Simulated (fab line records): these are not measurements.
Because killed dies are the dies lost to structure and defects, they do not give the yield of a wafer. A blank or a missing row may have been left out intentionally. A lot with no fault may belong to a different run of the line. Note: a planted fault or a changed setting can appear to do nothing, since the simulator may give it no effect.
Matching of chambers + flow n5-finfet + N5_BEOL_M11_CURE_72 on uv-cure-03 has 3 sister chambers
The step cures SiCOH lowk, time 120 s. 16 wafers are shown with their chamber, then 8 later ones without.

WAFERS WITH THEIR CHAMBER
| wafer  | chamber | wafer_temp_C_max | lamp-power-pct (%) |
|--------|---------|------------------|--------------------|
| L075.1 | 0       | 372.1            | 52.28              |
| L075.2 | 0       | 372.1            | 52.37              |
| L075.3 | 0       | 372.2            | 52.38              |
| L077.1 | 2       | 370.9            | 52.35              |
| L077.3 | 2       | 370.8            | 52.25              |
| L077.6 | 2       | 371.0            | 52.34              |
| L079.3 | 0       | 372.1            | 52.33              |
| L079.4 | 0       | 371.9            | 52.28              |
| L079.5 | 0       | 372.6            | 52.15              |
| L082.2 | 0       | 371.6            | 52.37              |
| L082.3 | 0       | 372.0            | 52.43              |
| L082.6 | 0       | 371.4            | 52.28              |
| L087.1 | 1       | 371.5            | 52.30              |
| L087.2 | 1       | 372.5            | 52.34              |
| L087.3 | 1       | 371.7            | 52.32              |
| L089.2 | 1       | 371.8            | 52.22              |

SIGNATURES (averages over the wafers above)
| reading          | chamber 0 | chamber 1 | chamber 2 | scatter within a chamber |
|------------------|-----------|-----------|-----------|--------------------------|
| wafer_temp_C_max | 372.000   | 371.875   | 370.900   | 0.345                    |
| lamp-power-pct   | 52.3189   | 52.2950   | 52.3133   | 0.0728                   |
Rule: a wafer lies at a distance from a chamber equal to the root of the sum of squares, over the readings, of (its reading less the chamber's mean, divided by the reading's scatter). The wafer belongs to the nearest chamber; if the next one is less than 2 further off, it can't be placed. The scatter is the square root of a quotient: the sum, over the shown wafers, of each reading's squared deviation from its chamber's mean, divided by wafers minus chambers.

WAFERS WITHOUT THEIR CHAMBER
| wafer  | wafer_temp_C_max | lamp-power-pct (%) |
|--------|------------------|--------------------|
| L089.5 | 372.6            | 52.33              |
| L089.6 | 372.1            | 52.34              |
| L092.2 | 371.5            | 52.39              |
| L092.4 | 371.8            | 52.39              |
| L092.5 | 372.5            | 52.26              |
| L094.2 | 371.5            | 52.35              |
| L094.4 | 371.7            | 52.36              |
| L094.6 | 371.6            | 52.30              |

EACH ONE'S CHAMBER
| wafer  | from the rows above          | in truth |
|--------|------------------------------|----------|
| L089.5 | can't be placed: 0 or 1      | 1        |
| L089.6 | can't be placed: 0 or 1      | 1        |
| L092.2 | can't be placed: 1 or 0 or 2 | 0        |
| L092.4 | can't be placed: 0 or 1 or 2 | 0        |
| L092.5 | can't be placed: 0 or 1      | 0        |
| L094.2 | can't be placed: 1 or 0 or 2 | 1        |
| L094.4 | can't be placed: 1 or 0 or 2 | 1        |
| L094.6 | can't be placed: 1 or 0 or 2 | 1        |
0 of 8 placed correctly. These rows do not allow placing 8 (true chamber among the candidates in 8). Number placed wrongly: 0.
